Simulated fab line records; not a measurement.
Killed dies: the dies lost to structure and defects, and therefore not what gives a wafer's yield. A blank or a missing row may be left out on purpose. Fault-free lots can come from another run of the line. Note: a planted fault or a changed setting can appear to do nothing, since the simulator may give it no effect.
fab line records -- flow nand_harc
[record] lots = 6, wafers = 17, last_day = 32
route steps=1302 shown A_DECK1_JOINT@533 A_ONON_D2@545 END@1302
lots that met no fault: taken from a fault-free run of the same line
start_h: hours from the record's first day to the start of the lot's first wafer shown -- wait_h: how many hours have passed since the lot's step before this one -- " unchanged from the row above -- L1.1+2: one row covering several wafers at once -- - no value, or no start was given -- * or withheld: withheld -- < > ~ a bound
route shown NAME@n: a module of which the file shows steps, and the number in the route of the first -- usual: average and standard deviation across the fault-free wafers -- same: alike in all rows -- chamber/n: place in a boat -- sites: each site's reading -- _std_site: their standard deviation -- _edge_site: inner sites' mean taken away from outer sites' mean -- radius_mm: for every site, how far away it sits from the centre of the wafer -- mask NAME#n: copy n -- behind: the most recent tool/chamber to have shaped the wafer -- hold: the reason the lot was held/the length of the hold in hours/how it ended -- device: the n, p or np transistor that did not switch -- end of line: the same wafers' tests at the end of the route -- a step with no rows: only its recipe -- killed: at the first sort, the dies lost to defects and structure; wafer yield is something else -- map: per-die view of a wafer (x killed, . not killed, _ where there is no die)
set.NAME: the setting as run; set.NAME@STEP: as run at that earlier step -- model.NAME: the simulator's own value behind a step, which no gauge read
lots seen at some steps along the route; tables by step, rows by wafer
services: when a tool's chamber went out of use (start_h, in hours from the record's first day, below 0 if earlier), for how many hours, and the reason
[[steps]]
[step NHARC_A_DECK1_JOINT_CVD_34]
[recipe] target_thk_a = 200, temp_c = 700, pressure_mtorr = 300, material = SiNx
[step NHARC_A_DECK1_JOINT_DEP_06]
[recipe] target_thk_a = 800, temp_c = 65, material = SiOx
[step NHARC_A_DECK1_JOINT_CURE_26]
[recipe] temp_c = 150, time_s = 32, pressure_atm = 0.395
[step NHARC_A_DECK1_JOINT_ANNEAL_27]
[recipe] temp_c = 400, time_s = 3600, idle_temp_c = 300, ramp_up_c_per_min = 10, densification_p_h2o_torr = 640
[step NHARC_A_DECK1_JOINT_ANNEAL_28]
[recipe] temp_c = 500, time_s = 1800, idle_temp_c = 400, ramp_up_c_per_min = 10, densification_p_h2o_torr = 640
[step NHARC_A_DECK1_JOINT_ANNEAL_29]
[recipe] temp_c = 750, time_s = 1800, idle_temp_c = 500, ramp_up_c_per_min = 10, ramp_down_c_per_min = 3
[step NHARC_A_DECK1_JOINT_CMP_02]
[recipe] material = SiOx
[usual] motor_current_A = 12.6/1.1
lot.wafer,tool,chamber,start_h,wait_h,motor_current_A
L260.1,cmp-03,1,286.51,0.4,13.1
L260.4,cmp-03,3,286.51,0.4,11.7
L260.6,cmp-03,2,286.51,0.4,12.1
L262.2,cmp-04,2,321.77,0.4,12.2
L262.4,cmp-04,3,321.77,0.4,11.5
L262.3,cmp-04,0,321.77,0.4,11.0
L272.4,cmp-01,2,421.14,0.4,13.1
L272.2,cmp-01,3,421.14,0.4,12.3
L272.6,cmp-01,3,421.14,0.4,11.6
L271.2,cmp-01,3,423.13,0.4,11.9
L271.6,cmp-01,0,423.13,0.4,15.8
L279.3,cmp-03,1,483.27,0.4,12.9
L279.4,cmp-03,2,483.27,0.4,11.5
L279.5,cmp-03,3,483.27,0.4,11.3
L280.3,cmp-01,0,495.64,0.4,15.5
L280.1,cmp-01,2,495.64,0.4,13.4
L280.4,cmp-01,3,495.64,0.4,12.3
[step NHARC_A_DECK1_JOINT_SRD_15]
[step NHARC_A_DECK1_JOINT_DEP_16]
[recipe] target_thk_a = 450, temp_c = 400, pressure_torr = 6.5, rf_w = 900, teos_flow_sccm = 161.4, flow_sccm = 2650, target_thk_nm = 45, gas = O2, material = SiO2
[usual] flow_sccm = 2651/7.6, heater_power_w = 530/100, rf_fwd_power_W = 896.6/2.9, throttle_valve_pct = 15.8/0.43
lot.wafer,tool,chamber,start_h,wait_h,flow_sccm,heater_power_w,rf_fwd_power_W,throttle_valve_pct
L260.1,pecvd-02,0,286.96,0.1,2655,374,902.5,15.5
L260.6,pecvd-02,1,286.96,0.1,2648,479,892.2,16.2
L260.4,pecvd-02,2,286.96,0.1,2653,593,894.6,15.7
L262.3,pecvd-02,0,322.30,0.2,2647,432,896.4,15.7
L262.2,pecvd-02,1,322.30,0.2,2651,443,892.8,16.4
L262.4,pecvd-02,2,322.30,0.2,2647,602,896.2,16.0
L272.2,pecvd-02,2,421.59,0.1,2653,650,892.4,15.1
L272.4,pecvd-02,0,421.59,0.1,2639,345,897.1,15.3
L272.6,pecvd-02,2,421.59,0.1,2648,645,895.9,15.1
L271.2,pecvd-02,1,423.58,0.1,2662,526,896.9,16.4
L271.6,pecvd-02,1,423.58,0.1,2659,541,900.1,16.1
L279.3,pecvd-02,2,483.66,0.1,2652,608,894.0,15.0
L279.5,pecvd-02,0,483.66,0.1,2643,350,900.1,15.3
L279.4,pecvd-02,2,483.66,0.1,2661,601,895.7,15.2
L280.3,pecvd-02,2,496.06,0.1,2647,625,897.5,15.2
L280.1,pecvd-02,0,496.06,0.1,2652,348,900.9,15.5
L280.4,pecvd-02,1,496.06,0.1,2664,453,899.3,16.2
[step NHARC_A_DECK1_JOINT_THK_MEAS_17]
[recipe] thk_meas_gauge = ellipsometry
[usual] thk_nm = 45.0/1.1
lot.wafer,tool,chamber,start_h,wait_h,thk_nm
L260.1,film_metro-01,-,287.19,0.2,45.8
L260.4,film_metro-01,-,287.19,0.2,46.4
L260.6,film_metro-01,-,287.19,0.2,43.5
L262.2,film_metro-02,-,322.55,0.2,44.1
L262.3,film_metro-02,-,322.55,0.2,44.4
L262.4,film_metro-02,-,322.55,0.2,46.2
L272.2,film_metro-02,-,421.81,0.2,45.4
L272.4,film_metro-02,-,421.81,0.2,46.7
L272.6,film_metro-02,-,421.81,0.2,45.9
L271.2,film_metro-02,-,423.80,0.2,45.3
L271.6,film_metro-02,-,423.80,0.2,47.0
L279.3,film_metro-02,-,483.88,0.2,46.8
L279.4,film_metro-02,-,483.88,0.2,45.6
L279.5,film_metro-02,-,483.88,0.2,47.3
L280.1,film_metro-01,-,496.31,0.2,46.0
L280.3,film_metro-01,-,496.31,0.2,46.0
L280.4,film_metro-01,-,496.31,0.2,47.9
[step NHARC_A_DECK1_JOINT_INSPECT_05]
[usual] raw_defect_count = 338/140
lot.wafer,tool,chamber,start_h,wait_h,raw_defect_count
L260.1,defect_inspect-02,-,287.22,0.0,356
L260.4,defect_inspect-02,-,287.22,0.0,248
L260.6,defect_inspect-02,-,287.22,0.0,287
L262.2,defect_inspect-01,-,322.59,0.0,337
L262.3,defect_inspect-01,-,322.59,0.0,501
L262.4,defect_inspect-01,-,322.59,0.0,541
L272.2,defect_inspect-01,-,421.85,0.0,256
L272.4,defect_inspect-01,-,421.85,0.0,410
L272.6,defect_inspect-01,-,421.85,0.0,231
L271.2,defect_inspect-02,-,423.84,0.0,226
L271.6,defect_inspect-02,-,423.84,0.0,358
L279.3,defect_inspect-01,-,483.92,0.0,346
L279.4,defect_inspect-01,-,483.92,0.0,275
L279.5,defect_inspect-01,-,483.92,0.0,658
L280.1,defect_inspect-02,-,496.35,0.0,248
L280.3,defect_inspect-02,-,496.35,0.0,419
L280.4,defect_inspect-02,-,496.35,0.0,235
[step NHARC_A_ONON_D2_DEP_00]
[recipe] target_thk_a = 10000, n2_flow_sccm = 2750, n2o_flow_sccm = 2000, nh3_flow_sccm = 500, sih4_flow_sccm = 210, temp_c = 400
lot.wafer,tool,chamber,start_h,wait_h
L260.1+4+6,pecvd_onon-03,0,287.29,0.1
L262.2+3+4,pecvd_onon-02,0,322.77,0.2
L272.2+4+6,pecvd_onon-03,0,421.97,0.1
L271.2+6,pecvd_onon-03,0,423.96,0.1
L279.3+4+5,pecvd_onon-02,0,484.10,0.2
L280.1+3+4,pecvd_onon-03,0,496.42,0.1
[step NHARC_A_ONON_D2_THK_MEAS_02]
[recipe] thk_meas_gauge = ellipsometry
[usual] thk_nm = 1000/12
lot.wafer,tool,chamber,start_h,wait_h,thk_nm
L260.1,film_metro-02,-,287.80,-,992
L260.4,film_metro-02,-,287.80,-,991
L260.6,film_metro-02,-,287.80,-,991
L262.2,film_metro-01,-,323.22,-,1021
L262.3,film_metro-01,-,323.22,-,1019
L262.4,film_metro-01,-,323.22,-,1020
L272.2,film_metro-01,-,422.42,-,663
L272.4,film_metro-01,-,422.42,-,1011
L272.6,film_metro-01,-,422.42,-,665
L271.2,film_metro-02,-,424.41,-,655
L271.6,film_metro-02,-,424.41,-,654
L279.3,film_metro-01,-,484.50,-,987
L279.4,film_metro-01,-,484.50,-,986
L279.5,film_metro-01,-,484.50,-,987
L280.1,film_metro-01,-,496.93,-,1008
L280.3,film_metro-01,-,496.93,-,1007
L280.4,film_metro-01,-,496.93,-,1007
[step NHARC_A_ONON_D2_DEP_03]
[recipe] target_thk_a = 10000, n2_flow_sccm = 2750, n2o_flow_sccm = 2000, nh3_flow_sccm = 500, sih4_flow_sccm = 210, temp_c = 400
[step NHARC_END_SORT_01]
[recipe] temp_c = 25
[usual] killed_at_array = 55/12, killed_at_other = 1.0/1.2, killed_at_periphery = 3.9/2.6, killed_dies = 60/12, killed_open = 3.3/1.9, killed_short = 2.5/1.8
[same] gross_dies = 677
lot.wafer,tool,chamber,start_h,wait_h,killed_at_array,killed_at_other,killed_at_periphery,killed_dies,killed_open,killed_short
L260.1,prober-01,0,563.49,2.5,51,0,6,57,1,1
L260.4,prober-01,0,565.86,3.4,57,0,3,60,3,5
L260.6,prober-01,0,567.44,3.9,49,0,6,55,2,2
L262.2,prober-01,0,593.57,2.8,69,1,4,74,2,1
L262.3,prober-01,0,594.37,3.1,80,1,6,87,5,8
L262.4,prober-01,0,595.17,3.4,93,1,1,95,4,1
L272.2,prober-01,0,706.49,2.8,675,0,2,677,2,1
L272.4,prober-01,0,708.10,3.4,45,3,2,50,3,4
L272.6,prober-01,0,709.70,4.0,674,1,2,677,6,1
L271.2,prober-02,0,715.29,2.8,676,0,1,677,3,1
L271.6,prober-02,0,718.51,4.0,674,2,1,677,2,1
L279.3,prober-02,0,768.55,3.1,46,0,5,51,0,2
L279.4,prober-02,0,769.34,3.4,56,0,2,58,7,2
L279.5,prober-02,0,770.13,3.7,51,1,2,54,4,6
L280.1,prober-02,0,776.87,2.5,62,0,2,64,4,2
L280.3,prober-02,0,778.46,3.1,56,0,1,57,0,0
L280.4,prober-02,0,779.25,3.4,68,0,2,70,1,2
// killed by level:class
L260.1 A_CHANNEL_HOLE_D1:chamber_film_flake=28 A_CONTACT:chamber_film_flake=11 A_CHANNEL_HOLE_D2:chamber_film_flake=7 P_M1:chamber_film_flake=2 P_BONDPAD:chamber_film_flake=2 A_STAIRCASE:chamber_film_flake=2 A_WL_FILL:chamber_film_flake=2 P_M0:geometric_particle:open=1
L260.4 A_CHANNEL_HOLE_D1:chamber_film_flake=28 A_CHANNEL_HOLE_D2:chamber_film_flake=9 A_CONTACT:chamber_film_flake=6 A_STAIRCASE:chamber_film_flake=4 A_WL_FILL:chamber_film_flake=2 P_CONTACT:geometric_particle:short=1 P_M1:geometric_particle:short=1 A_SOURCE_PLATE:geometric_particle:short=1
L260.6 A_CHANNEL_HOLE_D1:chamber_film_flake=28 A_CONTACT:chamber_film_flake=10 A_CHANNEL_HOLE_D2:chamber_film_flake=4 P_BONDPAD:chamber_film_flake=3 A_STAIRCASE:chamber_film_flake=3 P_M1:chamber_film_flake=2 P_STI:geometric_particle:short=1 A_ONON_D1:geometric_particle:open=1
L262.2 A_CHANNEL_HOLE_D1:chamber_film_flake=30 A_SLIT:chamber_film_flake=20 A_CONTACT:chamber_film_flake=7 A_CHANNEL_HOLE_D2:chamber_film_flake=6 A_STAIRCASE:chamber_film_flake=3 A_CHANNEL_FILL_D1:geometric_particle:open=2 P_ZERO_WELL:chamber_film_flake=2 P_M0:geometric_particle:short=1
L262.3 A_SLIT:chamber_film_flake=28 A_CHANNEL_HOLE_D1:chamber_film_flake=24 A_CONTACT:chamber_film_flake=6 A_STAIRCASE:chamber_film_flake=5 A_CHANNEL_HOLE_D2:chamber_film_flake=4 A_WL_FILL:geometric_particle:short=2 A_M0:geometric_particle:short=2 P_ZERO_WELL:chamber_film_flake=2
L262.4 A_CHANNEL_HOLE_D1:chamber_film_flake=29 A_SLIT:chamber_film_flake=24 A_STAIRCASE:chamber_film_flake=10 A_CHANNEL_HOLE_D2:chamber_film_flake=9 A_CONTACT:chamber_film_flake=9 A_WL_FILL:chamber_film_flake=5 A_DECK1_JOINT:chamber_film_flake=2 A_DECK1_JOINT:geometric_particle:open=1
L272.2 A_ONON_D2:area_dep=626 A_CHANNEL_HOLE_D2:chamber_film_flake=19 A_CHANNEL_HOLE_D1:chamber_film_flake=9 A_CONTACT:chamber_film_flake=8 A_SLIT:chamber_film_flake=6 A_STAIRCASE:chamber_film_flake=3 P_M0:geometric_particle:open=2 A_CHANNEL_FILL_D2:chamber_film_flake=2
L272.4 A_CHANNEL_HOLE_D2:chamber_film_flake=22 A_CHANNEL_HOLE_D1:chamber_film_flake=6 A_CONTACT:chamber_film_flake=5 A_M0:geometric_particle:open=2 THIN_TSV:chamber_film_flake=2 A_STAIRCASE:chamber_film_flake=2 A_SLIT:chamber_film_flake=2 P_CONTACT:geometric_particle:short=1
L272.6 A_ONON_D2:area_dep=640 A_CHANNEL_HOLE_D2:chamber_film_flake=16 A_CHANNEL_HOLE_D1:chamber_film_flake=5 A_CONTACT:chamber_film_flake=4 A_SLIT:chamber_film_flake=3 A_DECK1_JOINT:geometric_particle:open=2 P_CONTACT:geometric_particle:open=1 A_CHANNEL_HOLE_D1:geometric_particle:open=1
L271.2 A_ONON_D2:area_dep=608 A_CHANNEL_HOLE_D1:chamber_film_flake=33 A_CHANNEL_HOLE_D2:chamber_film_flake=23 A_SLIT:chamber_film_flake=3 A_M1:geometric_particle:open=2 A_CHANNEL_FILL_D2:chamber_film_flake=2 A_STAIRCASE:chamber_film_flake=2 P_M0:geometric_particle:open=1
L271.6 A_ONON_D2:area_dep=622 A_CHANNEL_HOLE_D1:chamber_film_flake=30 A_CHANNEL_HOLE_D2:chamber_film_flake=18 A_SLIT:chamber_film_flake=2 P_CONTACT:geometric_particle:open=1 STARTING-WAFER:geometric_particle:open=1 STARTING-WAFER:geometric_particle:short=1 A_WL_FILL:chamber_film_flake=1
L279.3 A_CHANNEL_HOLE_D2:chamber_film_flake=27 A_SLIT:chamber_film_flake=8 A_CONTACT:chamber_film_flake=6 A_ZERO_WELL:chamber_film_flake=2 P_GATE:geometric_particle:short=1 P_M0:geometric_particle:short=1 P_ZERO_WELL:chamber_film_flake=1 P_STI:chamber_film_flake=1
L279.4 A_CHANNEL_HOLE_D2:chamber_film_flake=25 A_SLIT:chamber_film_flake=9 A_CONTACT:chamber_film_flake=5 A_ZERO_WELL:chamber_film_flake=3 A_STAIRCASE:chamber_film_flake=3 A_ONON_D1:geometric_particle:open=2 A_CHANNEL_HOLE_D1:unspecified=2 P_CONTACT:geometric_particle:open=1
L279.5 A_CHANNEL_HOLE_D2:chamber_film_flake=27 A_SLIT:chamber_film_flake=7 A_CONTACT:chamber_film_flake=5 A_STAIRCASE:chamber_film_flake=3 A_WL_FILL:geometric_particle:short=2 P_M0:geometric_particle:open=1 P_M0:geometric_particle:short=1 A_ONON_D1:geometric_particle:short=1
L280.1 A_CHANNEL_HOLE_D2:chamber_film_flake=18 A_CHANNEL_HOLE_D1:chamber_film_flake=12 A_CONTACT:chamber_film_flake=9 A_STAIRCASE:chamber_film_flake=6 A_SLIT:chamber_film_flake=6 A_WL_FILL:chamber_film_flake=2 A_CHANNEL_FILL_D1:geometric_particle:open=1 A_CHANNEL_FILL_D1:geometric_particle:short=1
L280.3 A_CHANNEL_HOLE_D2:chamber_film_flake=26 A_CHANNEL_HOLE_D1:chamber_film_flake=11 A_SLIT:chamber_film_flake=7 A_CONTACT:chamber_film_flake=6 A_STAIRCASE:chamber_film_flake=3 A_CHANNEL_FILL_D1:chamber_film_flake=2 P_ZERO_WELL:chamber_film_flake=1 A_DECK1_JOINT:chamber_film_flake=1
L280.4 A_CHANNEL_HOLE_D2:chamber_film_flake=28 A_CHANNEL_HOLE_D1:chamber_film_flake=12 A_CONTACT:chamber_film_flake=12 A_SLIT:chamber_film_flake=9 A_STAIRCASE:chamber_film_flake=3 A_WL_FILL:geometric_particle:short=2 P_GATE:chamber_film_flake=2 A_WL_FILL:geometric_particle:open=1
// map L271.2 (x killed, . not)
____________x____________
_________xxxxxxx_________
_______xxxxxxxxxxx_______
______xxxxxxxxxxxxx______
_____xxxxxxxxxxxxxxx_____
____xxxxxxxxxxxxxxxxx____
____xxxxxxxxxxxxxxxxx____
___xxxxxxxxxxxxxxxxxxx___
___xxxxxxxxxxxxxxxxxxx___
__xxxxxxxxxxxxxxxxxxxxx__
__xxxxxxxxxxxxxxxxxxxxx__
_xxxxxxxxxxxxxxxxxxxxxxx_
_xxxxxxxxxxxxxxxxxxxxxxx_
_xxxxxxxxxxxxxxxxxxxxxxx_
_xxxxxxxxxxxxxxxxxxxxxxx_
_xxxxxxxxxxxxxxxxxxxxxxx_
xxxxxxxxxxxxxxxxxxxxxxxxx
xxxxxxxxxxxxxxxxxxxxxxxxx
xxxxxxxxxxxxxxxxxxxxxxxxx
xxxxxxxxxxxxxxxxxxxxxxxxx
xxxxxxxxxxxxxxxxxxxxxxxxx
_xxxxxxxxxxxxxxxxxxxxxxx_
_xxxxxxxxxxxxxxxxxxxxxxx_
_xxxxxxxxxxxxxxxxxxxxxxx_
_xxxxxxxxxxxxxxxxxxxxxxx_
_xxxxxxxxxxxxxxxxxxxxxxx_
__xxxxxxxxxxxxxxxxxxxxx__
__xxxxxxxxxxxxxxxxxxxxx__
___xxxxxxxxxxxxxxxxxxx___
___xxxxxxxxxxxxxxxxxxx___
____xxxxxxxxxxxxxxxxx____
____xxxxxxxxxxxxxxxxx____
_____xxxxxxxxxxxxxxx_____
______xxxxxxxxxxxxx______
_______xxxxxxxxxxx_______
_________xxxxxxx_________
____________x____________
// map L272.2 (x killed, . not)
____________x____________
_________xxxxxxx_________
_______xxxxxxxxxxx_______
______xxxxxxxxxxxxx______
_____xxxxxxxxxxxxxxx_____
____xxxxxxxxxxxxxxxxx____
____xxxxxxxxxxxxxxxxx____
___xxxxxxxxxxxxxxxxxxx___
___xxxxxxxxxxxxxxxxxxx___
__xxxxxxxxxxxxxxxxxxxxx__
__xxxxxxxxxxxxxxxxxxxxx__
_xxxxxxxxxxxxxxxxxxxxxxx_
_xxxxxxxxxxxxxxxxxxxxxxx_
_xxxxxxxxxxxxxxxxxxxxxxx_
_xxxxxxxxxxxxxxxxxxxxxxx_
_xxxxxxxxxxxxxxxxxxxxxxx_
xxxxxxxxxxxxxxxxxxxxxxxxx
xxxxxxxxxxxxxxxxxxxxxxxxx
xxxxxxxxxxxxxxxxxxxxxxxxx
xxxxxxxxxxxxxxxxxxxxxxxxx
xxxxxxxxxxxxxxxxxxxxxxxxx
_xxxxxxxxxxxxxxxxxxxxxxx_
_xxxxxxxxxxxxxxxxxxxxxxx_
_xxxxxxxxxxxxxxxxxxxxxxx_
_xxxxxxxxxxxxxxxxxxxxxxx_
_xxxxxxxxxxxxxxxxxxxxxxx_
__xxxxxxxxxxxxxxxxxxxxx__
__xxxxxxxxxxxxxxxxxxxxx__
___xxxxxxxxxxxxxxxxxxx___
___xxxxxxxxxxxxxxxxxxx___
____xxxxxxxxxxxxxxxxx____
____xxxxxxxxxxxxxxxxx____
_____xxxxxxxxxxxxxxx_____
______xxxxxxxxxxxxx______
_______xxxxxxxxxxx_______
_________xxxxxxx_________
____________x____________
[[services]]
tool,chamber,start_h,hours,kind
cmp-01,-,283.41,0.8,repair
cmp-04,-,307.47,4.0,pm
cmp-01,-,314.19,4.7,repair
cmp-04,-,332.34,18.0,repair
cmp-03,-,358.00,4.0,pm
pecvd_onon-02,-,366.03,13.0,pm
cmp-01,-,382.19,4.0,pm
cmp-03,-,387.27,10.0,repair
cmp-01,-,396.42,3.5,repair
cmp-04,-,405.47,4.0,pm
pecvd_onon-03,-,408.00,13.0,pm
pecvd-02,-,408.13,13.0,pm
pecvd-02,0,408.13,13.0,vent_cycle
pecvd-02,1,408.13,13.0,vent_cycle
pecvd-02,2,408.13,13.0,vent_cycle
cmp-04,-,418.38,2.7,repair
pecvd-02,0,421.13,-,clean
cmp-03,-,435.39,1.8,repair
cmp-04,-,453.16,2.5,repair
cmp-03,-,456.00,4.0,pm
cmp-03,-,467.05,1.7,repair
cmp-01,-,480.19,4.0,pm
pecvd-02,-,481.12,0.6,repair
cmp-04,-,492.23,0.7,repair
[[key]]
[first_sign] step = NHARC_A_ONON_D2_THK_MEAS_02, reading = thk_nm, direction = down, sigmas = 27, usual = 1000, struck = 660
[effect] step = NHARC_END_SORT_01, reading = killed_at_array, direction = up, sigmas = 52, usual = 55, struck = 675
[more_kills_born_at] NHARC_A_ONON_D2_DEP_00@pecvd_onon-03 = 2496
met_at NHARC_A_ONON_D2_DEP_00
struck_wafers L271.2,L271.6,L272.2,L272.6
later_rows_left_out L271.2,L271.6,L272.2,L272.6
tester_left_out L271,L272
onset_between 287.29 421.97
[fault] kind = process_parameter_drift, tool = pecvd_onon-03, chamber = -, onset_h = 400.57, steps = NHARC_A_ONON_D2_DEP_00, channel = target_thk_a, offset = *, shape = step, end_h = 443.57, scope = struck_wafers_only, acts_in = *, stated = *
// tester_left_out: of these lots the tester's yield and bins aren't shown, on N5 and GAA mostly nor the transistor test; their killed dies are dies lost to structure and defects alone, not to doping, threshold or leakage, so they don't give the yield
// later_rows_left_out: the simulator's readings of these wafers behind a module that went badly wrong aren't trusted and aren't shown, but for the sort
